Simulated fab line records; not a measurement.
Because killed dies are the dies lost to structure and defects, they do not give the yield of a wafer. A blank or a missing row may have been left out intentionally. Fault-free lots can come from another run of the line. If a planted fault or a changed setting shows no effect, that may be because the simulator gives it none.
Which of the tools did it? + flow n5 finfet + 24 wafers from 8 lots sampled at 6 of the route's 1938 steps

WHAT THE GAUGES SHOWED, per wafer
N5_MOL_CONTACT_COAG_OVL_MEAS_41.
| lot  | measured     | on         | VD_OVL (nm)   |
|------|--------------|------------|---------------|
| L638 | day 5 10:46  | overlay-02 | 1.0 1.4 1.0   |
| L640 | day 5 21:53  | overlay-02 | 1.3 -0.7 1.2  |
| L641 | day 6 03:42  | overlay-01 | 0.6 0.8 0.3   |
| L645 | day 7 07:41  | overlay-02 | 0.0 -0.3 1.3  |
| L647 | day 7 16:46  | overlay-02 | 5.1 4.4 5.0   |
| L648 | day 8 02:13  | overlay-02 | 5.5 6.1 6.0   |
| L651 | day 8 19:52  | overlay-01 | -0.3 0.6 -0.3 |
| L659 | day 10 15:44 | overlay-01 | -0.8 -0.6 0.4 |

N5_BEOL_M4_RC_MEAS_101.
| lot  | measured     | on        | DIBL_N (mV/V)  | DIBL_P (mV/V)  | IOFF_N (nA/um) | IOFF_P (nA/um) | ION_N (uA/um) | ION_P (uA/um) | SS_N (mV/dec)  | SS_P (mV/dec)  | VT_N (mV)   | VT_P (mV)      |
|------|--------------|-----------|----------------|----------------|----------------|----------------|---------------|---------------|----------------|----------------|-------------|----------------|
| L638 | day 9 10:38  | prober-02 | 37.8 42.0 34.8 | 36.2 40.1 33.9 | 0.15 0.27 0.13 | 0.21 0.27 0.18 | 666 682 680   | 459 458 468   | 71.6 73.9 71.1 | 72.7 74.7 72.6 | 250 245 252 | -249 -249 -251 |
| L640 | day 9 21:14  | prober-02 | 35.1 36.8 35.6 | 35.1 37.9 36.8 | 0.14 0.16 0.15 | 0.18 0.22 0.21 | 679 668 680   | 466 460 469   | 71.7 71.1 70.9 | 72.6 74.0 72.8 | 252 253 250 | -252 -251 -249 |
| L641 | day 9 15:41  | prober-02 | 36.5 34.4 33.4 | 36.7 34.7 32.6 | 0.15 0.12 0.11 | 0.19 0.16 0.14 | 653 667 650   | 448 453 442   | 71.6 71.0 70.7 | 73.3 72.7 71.6 | 254 254 257 | -258 -257 -257 |
| L645 | day 10 22:46 | prober-01 | 36.2 36.9 35.3 | 36.5 37.1 35.5 | 0.14 0.16 0.13 | 0.21 0.23 0.20 | 674 673 674   | 459 467 465   | 71.4 71.7 71.0 | 73.3 74.2 73.5 | 256 251 251 | -252 -245 -250 |
| L647 | day 11 17:17 | prober-02 | 34.1 33.8 33.7 | 33.4 32.8 32.6 | 0.13 0.12 0.12 | 0.17 0.16 0.16 | 650 656 642   | 448 454 439   | 71.7 71.4 71.3 | 72.8 72.9 72.9 | 254 256 258 | -253 -253 -251 |
| L648 | day 11 14:56 | prober-01 | 32.7 36.4 33.4 | 34.8 38.2 34.6 | 0.12 0.18 0.12 | 0.18 0.23 0.18 | 655 670 665   | 459 466 460   | 70.9 72.2 71.6 | 72.7 73.1 72.6 | 252 249 253 | -252 -249 -252 |
| L651 | day 12 15:44 | prober-02 | 34.9 36.9 36.8 | 35.8 37.6 38.6 | 0.13 0.18 0.17 | 0.18 0.22 0.24 | 671 673 672   | 456 454 463   | 72.0 72.6 71.8 | 73.1 73.7 73.5 | 253 250 249 | -253 -250 -248 |
| L659 | day 14 07:49 | prober-02 | 38.0 39.0 37.8 | 37.2 39.1 36.6 | 0.19 0.23 0.18 | 0.26 0.31 0.25 | 699 682 674   | 472 467 463   | 71.8 71.8 72.4 | 73.5 74.1 73.6 | 249 245 248 | -244 -244 -245 |

EACH LOT AND THE TOOL THAT RAN IT (in order: tool; ch and the chambers of the sampled wafers; start)
| lot  | N5_MOL_CONTACT_COAG_ETCH_90        | N5_MOL_CONTACT_COAG_ETCHBACK_135   | N5_MOL_CONTACT_COAG_EXPOSE_37     | N5_MOL_CONTACT_COAG_ALD_133      |
|------|------------------------------------|------------------------------------|-----------------------------------|----------------------------------|
| L638 | rie diel-04 ch 1,2,3, day 5 09:40  | rie diel-05 ch 2,3, day 5 10:03    | euv scanner-01 ch 0, day 5 10:36  | ald sin-02 ch 0,1,2, day 5 11:10 |
| L640 | rie diel-05 ch 0,2, day 5 20:37    | rie diel-05 ch 1,2, day 5 21:02    | euv scanner-02 ch 0, day 5 21:43  | ald sin-03 ch 1,2,3, day 5 22:41 |
| L641 | rie diel-05 ch 0,1, day 6 02:34    | rie diel-02 ch 0,1,2, day 6 02:59  | euv scanner-02 ch 0, day 6 03:31  | ald sin-02 ch 1,3, day 6 03:56   |
| L645 | rie diel-05 ch 0,2,3, day 7 06:28  | rie diel-04 ch 2,3, day 7 06:57    | euv scanner-01 ch 0, day 7 07:31  | ald sin-01 ch 1,2, day 7 08:11   |
| L647 | rie diel-04 ch 0,1,3, day 7 15:32  | rie diel-02 ch 0,1,2, day 7 15:55  | euv scanner-02 ch 0, day 7 16:35  | ald sin-03 ch 0,2,3, day 7 16:59 |
| L648 | rie diel-04 ch 0,2,3, day 8 01:07  | rie diel-05 ch 0,1,3, day 8 01:28  | euv scanner-02 ch 0, day 8 02:04  | ald sin-03 ch 0,2,3, day 8 03:29 |
| L651 | rie diel-05 ch 1,2,3, day 8 18:20  | rie diel-02 ch 0,2,3, day 8 19:05  | euv scanner-01 ch 0, day 8 19:41  | ald sin-03 ch 0,1,3, day 8 20:14 |
| L659 | rie diel-04 ch 1,2,3, day 10 14:28 | rie diel-04 ch 0,1,3, day 10 14:53 | euv scanner-01 ch 0, day 10 15:34 | ald sin-03 ch 0,1, day 10 15:58  |
- N5_MOL_CONTACT_COAG_ETCH_90: etches SiARC in CF4, target depth 13 nm, time 21.7 s.
- N5_MOL_CONTACT_COAG_ETCHBACK_135: etches SiO2 in CHF3, target depth 25 nm, time 16.7 s.
- N5_MOL_CONTACT_COAG_EXPOSE_37: exposes mask VD, defocus 0 nm.
- N5_MOL_CONTACT_COAG_ALD_133: deposits SiO2, target thk 5 nm, pulse time 1 s, co reactant pulse time 1 s.

WHAT THE TOOLS THEMSELVES READ (means of the sampled wafers that have a number; where no wafer has one, the mark that the record gives instead)
N5_MOL_CONTACT_COAG_ETCH_90.
| lot  | tool        | drypump motor current A (A) | etch rf on time s (s) | oes product au (a.u.) | rf vpp V (V) | showerhead plenum p Torr (Torr) | throttle valve pct (%) |
|------|-------------|-----------------------------|-----------------------|-----------------------|--------------|---------------------------------|------------------------|
| L638 | rie diel-04 | 5.7                         | 22.0                  | 0.62                  | 184.7        | 2.16                            | 15.80                  |
| L640 | rie diel-05 | 5.6                         | 22.7                  | 0.61                  | 185.2        | 2.16                            | 15.78                  |
| L641 | rie diel-05 | 5.9                         | 23.1                  | 0.60                  | 183.2        | 2.10                            | 15.92                  |
| L645 | rie diel-05 | 5.7                         | 22.0                  | 0.63                  | 184.7        | 2.16                            | 15.72                  |
| L647 | rie diel-04 | 5.5                         | 22.1                  | 0.63                  | 184.2        | 2.17                            | 15.78                  |
| L648 | rie diel-04 | 5.8                         | 21.8                  | 0.64                  | 183.4        | 2.11                            | 15.60                  |
| L651 | rie diel-05 | 6.0                         | 22.1                  | 0.61                  | 184.5        | 2.13                            | 15.71                  |
| L659 | rie diel-04 | 5.7                         | 22.4                  | 0.59                  | 183.9        | 2.15                            | 15.88                  |

N5_MOL_CONTACT_COAG_ETCHBACK_135.
| lot  | tool        | drypump motor current A (A) | oes_ar_750_au (a.u.) | oes_f_703_au (a.u.) | oes product au (a.u.) | rf vpp V (V) | showerhead plenum p Torr (Torr) | throttle valve pct (%) |
|------|-------------|-----------------------------|----------------------|---------------------|-----------------------|--------------|---------------------------------|------------------------|
| L638 | rie diel-05 | 5.7                         | 0.76                 | 0.76                | 0.76                  | 527          | 2.43                            | 18.56                  |
| L640 | rie diel-05 | 6.2                         | 0.71                 | 0.70                | 0.69                  | 526          | 2.33                            | 18.81                  |
| L641 | rie diel-02 | 6.0                         | 0.76                 | 0.76                | 0.76                  | 529          | 2.41                            | 18.72                  |
| L645 | rie diel-04 | 5.8                         | 0.72                 | 0.72                | 0.72                  | 522          | 2.40                            | 18.94                  |
| L647 | rie diel-02 | 6.0                         | 0.75                 | 0.75                | 0.75                  | 528          | 2.41                            | 18.73                  |
| L648 | rie diel-05 | 6.1                         | 0.71                 | 0.71                | 0.70                  | 531          | 2.33                            | 18.98                  |
| L651 | rie diel-02 | 5.7                         | 0.74                 | 0.74                | 0.74                  | 534          | 2.37                            | 18.70                  |
| L659 | rie diel-04 | 5.6                         | 0.71                 | 0.71                | 0.71                  | 520          | 2.40                            | 18.91                  |

N5_MOL_CONTACT_COAG_ALD_133.
| lot  | tool       | heater power w (W) | precursor pulse height rel |
|------|------------|--------------------|----------------------------|
| L638 | ald sin-02 | 85                 | 1.007                      |
| L640 | ald sin-03 | 80                 | 1.010                      |
| L641 | ald sin-02 | 83                 | 1.018                      |
| L645 | ald sin-01 | 79                 | 0.990                      |
| L647 | ald sin-03 | 75                 | 1.002                      |
| L648 | ald sin-03 | 75                 | 0.995                      |
| L651 | ald sin-03 | 78                 | 0.989                      |
| L659 | ald sin-03 | 74                 | 1.010                      |

THE ANSWER, worked out from the rows above alone
Rule: the lots themselves supply what counts as usual. Put in order of their means at a reading, lots are off if they are a third of the lots or fewer, leave a main group of 4 or more, and stand apart from it by a gap of 3 or more times the standard deviation of the main group's means; of several such gaps the widest counts. If all means in a main group match to the digits the tables above print for the reading, that group is not used. A lot without any number at a reading at which 4 lots or more have one is off too. All remaining lots with rows at the step are treated as sound. After the gauges, taken in route order, come the tools' own readings; for these a lot's mean is taken, as printed above. At the first step where some lot is off, the reading lying furthest off is the one used; lots without a number count as furthest.
Off: at N5_MOL_CONTACT_COAG_OVL_MEAS_41 (VD_OVL), L647, L648. The main group has a mean of 0.4 nm with a standard deviation of 0.47.
A tool fits if, at a process step before that reading, it ran every lot that is off, and no sound lot after the first of them. Those tools and the gauges at N5_MOL_CONTACT_COAG_OVL_MEAS_41 are tried in the same way. This does not decide it: 2 tools fit, namely euv scanner-02 at N5_MOL_CONTACT_COAG_EXPOSE_37 and overlay-02 at N5_MOL_CONTACT_COAG_OVL_MEAS_41.

WHAT THE SIMULATOR HAD PUT IN
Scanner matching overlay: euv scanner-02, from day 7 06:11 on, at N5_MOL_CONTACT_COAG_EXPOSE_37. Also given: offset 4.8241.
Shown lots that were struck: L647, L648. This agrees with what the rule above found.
